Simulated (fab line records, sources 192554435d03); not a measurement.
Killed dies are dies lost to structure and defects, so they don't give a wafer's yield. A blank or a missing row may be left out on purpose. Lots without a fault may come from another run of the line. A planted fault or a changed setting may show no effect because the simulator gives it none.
A struck lot beside a sound one | flow n5_finfet | 14 steps out of a route of 1938
Sound: wafers L169.1, L169.3, L169.6. Struck: wafer L178.3. The cause comes at the end.
At each step with rows: each side's tool, then ch and its chambers, then its first start. Under that, the readings that differ: sound wafers | struck wafers | difference of the means | sigmas: that difference in standard deviations of wafers without a fault.
alike: readings whose means differ by less than 2 such deviations, and words and numbers that are the same on both sides. not compared: withheld readings, readings that some wafer has no value for, bounds like >300 that may hide the same value, and numbers for which the record gives no deviation and whose values overlap.
The two part at a step that has a row with sigmas, a row that says differs or no value, or rows on one side only. Numbers that don't overlap but have no deviation are shown without sigmas and don't part them. A reading that every wafer of one side lacks parts them only if that side has two wafers or more.

N5_BEOL_M12_OCD_MEAS_35:
  sound on ocd-01, day 15 21:10; struck on ocd-02, day 18 13:33
  alike: trench_depth_nm
N5_BEOL_M12_STRIP_37: strips in N2/H2.
  sound on plasma_asher-02 ch 0, day 15 21:12; struck on plasma_asher-01 ch 0, day 18 13:36
  reading                     | sound       | struck | difference | sigmas
  drypump_motor_current_A (A) | 5.9 5.9 5.9 | 6.6    | +0.7       | +2
  alike: heater_power_w, oes_product_au
  not compared: rf_hours_counter_h
then, 5 steps without rows for these wafers: N5_BEOL_M12_ETCH_38 (etches SiCN in CF4/N2, target depth 68.7 nm, time 73.4 s); N5_BEOL_M12_PRECLEAN_39 (cleans in residue remover, time 60 s); N5_BEOL_M12_SRD_40 (time 30 s, dry time 30 s); N5_BEOL_M12_DEGAS_41 (time 60 s); N5_BEOL_M12_PRE_CLEAN_42 (time 30 s).
N5_BEOL_M12_SPUTTER_43: material TaN, target thk 15 nm, time 24.19 s.
  sound on pvd_sputter-01, day 15 21:51; struck on pvd_sputter-01, day 18 18:02
  alike: throttle_valve_pct
N5_BEOL_M12_SPUTTER_44: material Ta, target thk 10 nm, time 16.13 s.
  sound on pvd_sputter-01, day 15 21:56; struck on pvd_sputter-01, day 18 18:07
  alike: throttle_valve_pct
N5_BEOL_M12_SPUTTER_45: material Cu, target thk 80 nm, time 13.33 s.
  sound on pvd_sputter-01, day 15 22:01; struck on pvd_sputter-01, day 18 18:11
  alike: chuck_sensor_temp_C, throttle_valve_pct
then, 1 step without rows for these wafers: N5_BEOL_M12_ECD_47 (material Cu, target thk 720 nm).
N5_BEOL_M12_ANNEAL_48: time 90 s.
  sound on rtp_anneal-02 ch 0, day 15 22:26; struck on rtp_anneal-01 ch 0, day 18 18:43
  alike: wafer_temp_C_max
N5_BEOL_M12_CMP_49: polishes, stops on SiOC, t overpolish 20.6 s, target thk 320 nm.
  sound on cmp-02 ch 0,1,3, day 15 22:50; struck on cmp-01 ch 0, day 18 18:56
  reading                      | sound                | struck | difference | sigmas
  barrier_field_endpoint_s (s) | 29.6 29.7 29.5       | 34.2   | +4.6       | +6
  head_pressure_psi (psi)      | 0.9975 1.0008 0.9994 | 0.8904 | -0.1088    | -45
  overpolish_run_s (s)         | 20.592 20.582 20.595 | 20.614 | +0.024     | +3
  alike: clearing_platen_rpm, motor_current_A, slurry_filter_dp_kPa
  not compared: pad_life_wafers
N5_PASSIVATION_PROBE_49:
  sound on prober-02, day 17 11:17; struck on prober-02, day 20 11:42
  reading         | sound    | struck | difference | sigmas
  killed_at_M4_up | 18 14 15 | 3      | -13        | -2
  alike: defect_limited_yield, killed_at_M0_to_M3, killed_at_contacts, killed_at_front_end, killed_at_other, killed_dies, killed_open, killed_short, sort_bin_5_function, sort_bin_6_memory, sort_bin_8_speed, sort_n_pass, sort_yield_pct

WHERE THEY PART
First at N5_BEOL_M12_STRIP_37; last, within this record, at N5_PASSIVATION_PROBE_49.

WHY: what the simulator had put in
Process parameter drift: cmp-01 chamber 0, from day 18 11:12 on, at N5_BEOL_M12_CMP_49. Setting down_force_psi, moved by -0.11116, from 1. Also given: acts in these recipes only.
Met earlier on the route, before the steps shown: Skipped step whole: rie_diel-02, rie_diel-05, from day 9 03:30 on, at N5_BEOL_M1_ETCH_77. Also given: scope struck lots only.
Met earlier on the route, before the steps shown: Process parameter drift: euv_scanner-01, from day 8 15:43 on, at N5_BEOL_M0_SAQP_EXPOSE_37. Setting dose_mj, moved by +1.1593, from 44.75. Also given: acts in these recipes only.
